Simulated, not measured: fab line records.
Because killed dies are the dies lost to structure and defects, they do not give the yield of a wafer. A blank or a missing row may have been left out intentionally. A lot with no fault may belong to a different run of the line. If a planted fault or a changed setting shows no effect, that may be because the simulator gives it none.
Check for tools in common / flow nand harc / 3 lots, 9 wafers sampled

REASON IT WAS OPENED
On 2 of the 3 lots, a flag is raised at NHARC_END_SORT_01 on the reading killed at periphery. No-fault wafers: 3.9, standard deviation 2.7.
Rule: a lot gets a flag if all its wafers with a number sit over 4 standard deviations from that mean, or if no wafer of it has a number. All remaining lots are regarded as sound.

lot=L595; measured=day 31 00:43; on=prober-01; killed at periphery, wafer by wafer=4 6 3; flag=
lot=L598; measured=day 32 21:14; on=prober-01; killed at periphery, wafer by wafer=595 614 598; flag=FLAGGED
lot=L599; measured=day 34 14:02; on=prober-02; killed at periphery, wafer by wafer=635 633 637; flag=FLAGGED
Averaged over the flagged lots the numbers come to 618.7, +614.8 from the usual (+99 or more standard deviations).

WHICH TOOL RAN EACH LOT
Before the reading, the record contains 4 process steps out of a 1302-step route. Every cell lists first the tool, next ch and the chambers used by the sampled wafers, and last the start.
lot=L595; flag=; NHARC_P_CONTACT_DEP_00=pecvd-02 ch 0,1,2, day 12 15:08 or earlier; NHARC_P_CONTACT_CMP_01=cmp-04 ch 1,2,3, day 12 15:08; NHARC_P_CONTACT_ETCH_36=rie diel-09 ch 2,3, day 12 16:17; NHARC_P_CONTACT_DEGAS_38=pvd sputter-01, day 12 17:41
lot=L598; flag=FLAGGED; NHARC_P_CONTACT_DEP_00=pecvd-01 ch 0,2, day 13 18:19 or earlier; NHARC_P_CONTACT_CMP_01=cmp-04 ch 0,2,3, day 13 18:19; NHARC_P_CONTACT_ETCH_36=rie diel-12 ch 1,2,3, day 13 19:25; NHARC_P_CONTACT_DEGAS_38=pvd sputter-02, day 13 20:50
lot=L599; flag=FLAGGED; NHARC_P_CONTACT_DEP_00=pecvd-01 ch 0,1,2, day 14 13:22 or earlier; NHARC_P_CONTACT_CMP_01=cmp-04 ch 0,2,3, day 14 13:22; NHARC_P_CONTACT_ETCH_36=rie diel-09 ch 1,3, day 14 17:35; NHARC_P_CONTACT_DEGAS_38=pvd sputter-02, day 14 19:07
What is done by these steps:
- NHARC_P_CONTACT_DEP_00: deposits SiO2, target thk 500 nm.
- NHARC_P_CONTACT_CMP_01: polishes SiO2, target thk 200 nm.
- NHARC_P_CONTACT_ETCH_36: etches the open film in N2/H2, target depth 260 nm, time 406.25 s.
- NHARC_P_CONTACT_DEGAS_38: time 60 s.
- NHARC_END_SORT_01

FLAGGED AGAINST TOTAL, ONE TOOL AT A TIME (gauges that did the reading follow at the end)
step=NHARC_P_CONTACT_DEP_00; tool=pecvd-01; lots run=2; flagged=2; share of the flagged lots=all; sound lots run after its first flagged lot=0
step=NHARC_P_CONTACT_DEP_00; tool=pecvd-02; lots run=1; flagged=0; share of the flagged lots=none; sound lots run after its first flagged lot=-
step=NHARC_P_CONTACT_CMP_01; tool=cmp-04; lots run=3; flagged=2; share of the flagged lots=all; sound lots run after its first flagged lot=0
step=NHARC_P_CONTACT_ETCH_36; tool=rie diel-09; lots run=2; flagged=1; share of the flagged lots=some; sound lots run after its first flagged lot=0
step=NHARC_P_CONTACT_ETCH_36; tool=rie diel-12; lots run=1; flagged=1; share of the flagged lots=some; sound lots run after its first flagged lot=0
step=NHARC_P_CONTACT_DEGAS_38; tool=pvd sputter-01; lots run=1; flagged=0; share of the flagged lots=none; sound lots run after its first flagged lot=-
step=NHARC_P_CONTACT_DEGAS_38; tool=pvd sputter-02; lots run=2; flagged=2; share of the flagged lots=all; sound lots run after its first flagged lot=0
step=NHARC_END_SORT_01; tool=prober-01; lots run=2; flagged=1; share of the flagged lots=some; sound lots run after its first flagged lot=0
step=NHARC_END_SORT_01; tool=prober-02; lots run=1; flagged=1; share of the flagged lots=some; sound lots run after its first flagged lot=0
NHARC_P_CONTACT_DEP_00: start missing for some lots; hours and lot order therefore follow NHARC_P_CONTACT_CMP_01.

WHAT THE TABLE ALLOWS
Rows of the table that ran every flagged lot, 3 in all: pecvd-01 at NHARC_P_CONTACT_DEP_00, cmp-04 at NHARC_P_CONTACT_CMP_01, pvd sputter-02 at NHARC_P_CONTACT_DEGAS_38.
- pecvd-01 at NHARC_P_CONTACT_DEP_00: 2 of its 2 lots flagged. In this sample it ran no sound lot ahead of its first flagged lot, so there is no way to narrow down the start.
- cmp-04 at NHARC_P_CONTACT_CMP_01: 2 of its 3 lots flagged. Its last sound lot is L595 (day 12 15:08), its first flagged lot L598 (day 13 18:19): a fault that began between those two fits.
- pvd sputter-02 at NHARC_P_CONTACT_DEGAS_38: 2 of its 2 lots flagged. In this sample it ran no sound lot ahead of its first flagged lot, so there is no way to narrow down the start.
A lot count leaves these 3 tools indistinguishable: every one of them fits a fault beginning at some hour. More lots, or a look at what each step does to the wafer, might.

WHAT WAS PUT IN BY THE SIMULATOR
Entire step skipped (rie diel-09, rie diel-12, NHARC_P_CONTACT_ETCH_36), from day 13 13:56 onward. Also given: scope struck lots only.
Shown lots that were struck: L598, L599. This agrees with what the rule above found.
